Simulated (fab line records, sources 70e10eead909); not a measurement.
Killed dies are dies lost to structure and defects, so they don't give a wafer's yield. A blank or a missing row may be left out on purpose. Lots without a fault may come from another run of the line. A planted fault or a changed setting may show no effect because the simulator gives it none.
fab line records | flow nand_harc | part 2 of 2: steps 29 to 39 of 39
record lots=5 wafers=15 last_day=33
route steps=1302 shown P_GATE@181 P_CONTACT@217
lots that met no fault: from a run of the same line without faults
start_h: hours from the record's first day to the start of the lot's first wafer shown | wait_h: hours since the lot's step before | " the same as in the row above | L1.1+2: a row that stands for several wafers | - no value, or no start given | * or withheld: withheld | < > ~ a bound
route shown NAME@n: a module of which the file shows steps, and the number in the route of the first | usual: mean/standard deviation of fault-free wafers | same: alike in all rows | chamber/n: place in a boat | sites: the reading at each site | _std_site: their standard deviation | _edge_site: outer sites' mean less inner sites' | radius_mm: how far each site lies from the wafer's centre | mask NAME#n: copy n | behind: the tool/chamber that last shaped the wafer | hold: why the lot was held/for how many hours/how that ended | device: the transistor (n, p or np) that didn't switch | end of line: the same wafers' tests at the end of the route | a step without rows: its recipe alone | killed: dies lost to structure and defects at the first sort, not the wafer's yield | map: a wafer's dies, x killed, . not, _ none there
set.NAME: the setting as run; set.NAME@STEP: as run at that earlier step | model.NAME: the simulator's own value behind a step, which no gauge read
lots at some steps of the route; a table a step, a row a wafer
services: from which hour (start_h, from the record's first day; less than 0 if before it) a tool's chamber was out of use, for how many hours, and why
## steps
# step NHARC_P_GATE_DEGAS_109
# recipe temp_c=300 time_s=60
# usual heater_power_w=461/61
# columns lot.wafer tool chamber start_h wait_h heater_power_w
L076.1 pvd_sputter-02 - 132.05 0.1 411
L076.3 " - " " 387
L076.2 " - " " 476
L084.3 pvd_sputter-02 - 211.72 0.1 397
L084.2 " - " " 471
L084.4 " - " " 359
L087.1 pvd_sputter-03 - 242.48 0.1 517
L087.3 " - " " 494
L087.5 " - " " 473
L092.2 pvd_sputter-01 - 298.25 0.1 562
L092.3 " - " " 522
L092.1 " - " " 415
L095.4 pvd_sputter-03 - 327.84 0.1 506
L095.3 " - " " 514
L095.5 " - " " 452
# step NHARC_P_GATE_PRE_CLEAN_110
# recipe time_s=30 bias_v=200 gas=Ar
# columns lot.wafer tool chamber start_h wait_h
L076.1+3+2 pvd_sputter-02 - - -
L084.2+3+4 pvd_sputter-02 - - -
L087.3+1+5 pvd_sputter-03 - - -
L092.1+2+3 pvd_sputter-01 - - -
L095.4+3+5 pvd_sputter-03 - - -
# step NHARC_P_GATE_SPUTTER_78
# recipe target_thk_a=100 material=Ni
# columns lot.wafer tool chamber start_h wait_h
L076.1+2+3 pvd_sputter-02 - - -
L084.3+4+2 pvd_sputter-02 - - -
L087.3+1+5 pvd_sputter-03 - - -
L092.3+1+2 pvd_sputter-01 - - -
L095.4+3+5 pvd_sputter-03 - - -
# step NHARC_P_GATE_SPUTTER_79
# recipe target_thk_a=100 material=TiN
# columns lot.wafer tool chamber start_h wait_h
L076.3+2+1 pvd_sputter-02 - - -
L084.2+4+3 pvd_sputter-02 - - -
L087.3+1+5 pvd_sputter-03 - - -
L092.3+2+1 pvd_sputter-01 - - -
L095.3+4+5 pvd_sputter-03 - - -
# step NHARC_P_GATE_RTA_80
# recipe temp_c=300 time_s=30
# usual anneal_temp_c_max=301.12/0.25 wafer_temp_C_max=302.6/0.44
# columns lot.wafer tool chamber start_h wait_h anneal_temp_c_max wafer_temp_C_max
L076.1 rtp_anneal-02 0 132.35 - 301.39 302.5
L076.2 " 0 " " 301.41 302.0
L076.3 " 0 " " 301.25 301.8
L084.2 rtp_anneal-02 0 212.04 - 301.44 302.9
L084.3 " 0 " " 301.54 302.5
L084.4 " 0 " " 301.12 302.5
L087.1 rtp_anneal-02 0 242.77 - 300.99 301.8
L087.3 " 0 " " 301.13 301.9
L087.5 " 0 " " 301.44 303.0
L092.1 rtp_anneal-02 0 298.55 - 301.13 302.0
L092.2 " 0 " " 301.11 303.5
L092.3 " 0 " " 301.00 303.6
L095.3 rtp_anneal-02 0 328.33 - 301.20 302.1
L095.4 " 0 " " 300.95 302.0
L095.5 " 0 " " 300.93 302.4
# step NHARC_P_GATE_STRIP_67
# recipe time_s=600 temp_c=130 chemistry=SPM
# columns lot.wafer tool chamber start_h wait_h
L076.1+2+3 wet_bench-09 6,7,0 132.55 0.2
L084.4+3+2 wet_bench-09 2,5,6 212.22 0.1
L087.3+5+1 wet_bench-02 2,4,5 242.97 0.1
L092.1+3+2 wet_bench-02 3,5,0 298.75 0.2
L095.5+4+3 wet_bench-02 6,1,2 328.48 0.1
# step NHARC_P_GATE_RTA_82
# recipe temp_c=450 time_s=30
# usual anneal_temp_c_max=451.8/0.38 lamp_power_pct=3.71/0.14 wafer_temp_C_max=454.0/0.73
# columns lot.wafer tool chamber start_h wait_h anneal_temp_c_max lamp_power_pct wafer_temp_C_max
L076.1 rtp_anneal-02 0 132.81 - 451.5 3.86 454.4
L076.2 " 0 " " 451.9 3.86 453.9
L076.3 " 0 " " 452.4 3.85 455.8
L084.2 rtp_anneal-01 0 212.50 - 451.5 3.58 455.6
L084.3 " 0 " " 451.8 3.58 455.9
L084.4 " 0 " " 451.9 3.59 453.8
L087.1 rtp_anneal-01 0 243.23 - 451.5 3.58 454.4
L087.3 " 0 " " 451.6 3.59 455.3
L087.5 " 0 " " 451.4 3.58 454.4
L092.1 rtp_anneal-02 0 299.04 - 451.8 3.86 453.4
L092.2 " 0 " " 451.6 3.86 453.8
L092.3 " 0 " " 452.1 3.86 454.4
L095.3 rtp_anneal-01 0 328.79 - 451.7 3.59 454.8
L095.4 " 0 " " 451.8 3.59 454.3
L095.5 " 0 " " 452.4 3.59 454.7
# step NHARC_P_GATE_INSPECT_68
# usual raw_defect_count=199/70
# columns lot.wafer tool chamber start_h wait_h raw_defect_count
L076.1 defect_inspect-02 - 133.01 0.2 217
L076.2 " - " " 300
L076.3 " - " " 285
L084.2 defect_inspect-02 - 212.67 0.1 166
L084.3 " - " " 143
L084.4 " - " " 118
L087.1 defect_inspect-01 - 243.43 0.2 253
L087.3 " - " " 147
L087.5 " - " " 179
L092.1 defect_inspect-02 - 299.23 0.2 220
L092.2 " - " " 148
L092.3 " - " " 253
L095.3 defect_inspect-02 - 328.93 0.1 205
L095.4 " - " " 188
L095.5 " - " " 246
# step NHARC_P_CONTACT_DEP_30
# recipe target_thk_a=300 temp_c=400 target_thk_nm=30 flow_sccm=200 rf_w=450 material=SiNx
# usual heater_power_w=660/55 rf_fwd_power_W=448.7/1.4
# columns lot.wafer tool chamber start_h wait_h heater_power_w rf_fwd_power_W
L076.3 pecvd-04 0 133.07 0.1 636 447.4
L076.1 " 1 " " 650 448.7
L076.2 " 2 " " 684 446.5
L084.3 pecvd-04 0 212.74 0.1 628 449.6
L084.2 " 1 " " 723 449.3
L084.4 " 2 " " 688 447.7
L087.3 pecvd-02 2 243.50 0.1 740 447.6
L087.1 " 0 " " 619 447.3
L087.5 " 0 " " 641 448.2
L092.3 pecvd-02 1 299.30 0.1 758 448.1
L092.2 " 2 " " 677 445.0
L092.1 " 0 " " 663 451.4
L095.3 pecvd-04 2 329.00 0.1 642 448.2
L095.4 " 0 " " 645 449.1
L095.5 " 1 " " 607 449.6
# step NHARC_P_CONTACT_DEP_00
# recipe target_thk_a=5000 temp_c=400 pressure_torr=6.5 rf_w=900 teos_flow_sccm=161.4 flow_sccm=2650 target_thk_nm=500 gas=O2 material=SiO2
# usual heater_power_w=494/69 rf_fwd_power_W=898.0/2.4 showerhead_vpp_V=1846/96 throttle_valve_pct=16.1/0.38
# columns lot.wafer tool chamber start_h wait_h heater_power_w rf_fwd_power_W showerhead_vpp_V throttle_valve_pct
L076.3 pecvd-04 0 - - 437 901.2 1786 16.3
L076.1 " 1 " " 549 895.3 1855 15.7
L076.2 " 2 " " 497 898.1 1710 15.7
L084.3 pecvd-04 0 - - 487 900.2 1781 16.5
L084.2 " 1 " " 433 894.1 1844 16.0
L084.4 " 2 " " 472 899.9 1669 16.1
L087.3 pecvd-02 2 - - 618 896.3 1917 16.0
L087.1 " 0 " " 506 901.7 1915 16.2
L087.5 " 0 " " 523 900.4 1924 16.0
L092.3 pecvd-02 1 - - 623 897.2 1773 15.5
L092.2 " 2 " " 562 897.2 1907 16.2
L092.1 " 0 " " 503 894.8 1943 16.2
L095.3 pecvd-04 2 - - 383 900.3 1674 15.9
L095.4 " 0 " " 414 899.6 1817 16.4
L095.5 " 1 " " 565 897.3 1843 15.6
# step NHARC_P_CONTACT_CMP_01
# recipe target_thk_nm=200 material=SiO2
# usual motor_current_A=12.0/0.81 slurry_flow_ml_min=150.0/0.48
# columns lot.wafer tool chamber start_h wait_h motor_current_A slurry_flow_ml_min
L076.1 cmp-04 1 133.79 - 11.2 149.8
L076.2 " 3 " " 12.3 150.0
L076.3 " 0 " " 11.4 149.5
L084.4 cmp-04 2 213.44 - 10.7 149.3
L084.2 " 0 " " 11.7 149.6
L084.3 " 1 " " 11.9 149.9
L087.1 cmp-02 3 244.24 - 13.0 149.8
L087.3 " 0 " " 12.7 150.0
L087.5 " 2 " " 12.6 150.0
L092.1 cmp-01 2 300.02 - 11.7 149.1
L092.3 " 0 " " 12.9 149.8
L092.2 " 1 " " 12.8 150.5
L095.4 cmp-01 3 329.74 - 10.7 150.1
L095.3 " 0 " " 12.4 150.3
L095.5 " 3 " " 10.0 149.7
## services
# columns tool chamber start_h hours kind
pvd_sputter-02 - 104.00 10.0 pm
litho_track-05 - 124.03 7.0 pm
rie_diel-06 2 124.25 1.3 repair
rie_diel-06 - 130.20 9.0 pm
pvd_sputter-03 - 130.45 5.2 repair
krf_scanner-01 - 133.29 9.4 repair
pecvd-04 - 136.37 0.5 repair
krf_scanner-01 - 144.55 4.0 pm
implanter-02 - 146.00 13.0 pm
rie_diel-06 2 153.30 14.5 repair
pvd_sputter-02 - 155.54 1.2 repair
pvd_sputter-03 - 170.00 10.0 pm
krf_scanner-01 - 176.73 4.5 repair
wet_bench-09 - 176.80 8.0 pm
litho_track-02 - 227.00 7.0 pm
wet_bench-02 - 244.00 8.0 pm
plasma_asher-02 - 249.25 9.0 pm
pecvd-04 - 269.14 13.0 pm
litho_track-03 - 275.00 7.0 pm
pvd_sputter-02 - 276.73 14.3 repair
pecvd-04 - 287.53 0.9 repair
litho_track-05 - 299.03 7.0 pm
rie_diel-06 - 307.20 9.0 pm
pvd_sputter-02 - 326.31 6.0 repair
